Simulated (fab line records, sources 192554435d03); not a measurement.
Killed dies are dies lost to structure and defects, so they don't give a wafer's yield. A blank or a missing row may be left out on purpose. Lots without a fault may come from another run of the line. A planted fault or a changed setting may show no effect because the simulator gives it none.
One fault seen from 2 desks | flow n5_finfet | each desk has only its own numbers; what lay behind them comes last

THE METROLOGY DESK
What the gauges read, lot by lot, whatever tool the lot ran on: means of the sampled wafers that have a number. A lot is out of limits, marked OUT, if its mean lies more than 4 standard deviations from the usual mean; the brackets give that distance. Of its 12 readings 7 are shown: those that lie furthest out on some lot.
Columns: A = cd_nm at N5_BEOL_M2_CD_MEAS_18, usual 17.9 nm; B = cd_nm at N5_BEOL_M2_CD_MEAS_28, usual 26.12 nm; C = ION_N at N5_BEOL_M4_RC_MEAS_101, usual 667 uA/um; D = ION_P at N5_BEOL_M4_RC_MEAS_101, usual 456 uA/um; E = SS_N at N5_BEOL_M4_RC_MEAS_101, usual 71.4 mV/dec; F = SS_P at N5_BEOL_M4_RC_MEAS_101, usual 73.1 mV/dec; G = VT_P at N5_BEOL_M4_RC_MEAS_101, usual -252 mV
lot  | first seen here | A    | B     | C   | D   | E    | F    | G
L808 | day 6 20:27     | 18.1 | 26.26 | 667 | 458 | 71.4 | 73.0 | -255
L809 | day 7 04:16     | 17.9 | 26.11 | 656 | 444 | 72.6 | 73.7 | -252
L810 | day 7 15:01     | 18.1 | 26.15 | 667 | 457 | 71.5 | 73.6 | -252
L812 | day 7 18:25     | 17.8 | 26.31 | 673 | 457 | 71.1 | 73.2 | -250
L815 | day 9 01:29     | 17.4 | 26.04 | 674 | 465 | 71.0 | 72.6 | -248
L817 | day 9 10:49     | 17.7 | 26.06 | 665 | 463 | 71.4 | 73.5 | -248
L820 | day 10 01:29    | 17.5 | 25.81 | 668 | 454 | 72.0 | 73.5 | -253
L821 | day 10 02:31    | 18.2 | 26.08 | 662 | 451 | 71.7 | 72.9 | -252
L826 | day 11 08:31    | 17.9 | 26.19 | 664 | 447 | 72.1 | 73.7 | -253
This desk's finding: nothing out of limits on any of the 9 lots.

THE TOOL OWNER'S DESK: ald_sin-01
The tool's own readings at N5_BEOL_M2_ALD_98 (deposits SiO2, target thk 2.5 nm, pulse time 1 s, co reactant pulse time 1 s): means of the sampled wafers that have a number, for each lot that ran on this tool. A lot is out of limits, marked OUT, if its mean lies more than 4 standard deviations from the usual mean; the brackets give that distance.
Columns: A = heater_power_w at N5_BEOL_M2_ALD_98, usual 80 W; B = precursor_pulse_height_rel at N5_BEOL_M2_ALD_98, usual 1.000
lot  | first seen here | A  | B
L808 | day 6 21:04     | 77 | 1.003
L820 | day 10 02:20    | 90 | 1.005
L821 | day 10 03:05    | 97 | 1.017
L826 | day 11 09:23    | 78 | 1.006
This desk's finding: nothing out of limits on any of the 4 lots.

PUT TOGETHER
The metrology desk saw nothing out of limits.
The tool owner's desk saw nothing out of limits.

WHAT THE SIMULATOR HAD PUT IN
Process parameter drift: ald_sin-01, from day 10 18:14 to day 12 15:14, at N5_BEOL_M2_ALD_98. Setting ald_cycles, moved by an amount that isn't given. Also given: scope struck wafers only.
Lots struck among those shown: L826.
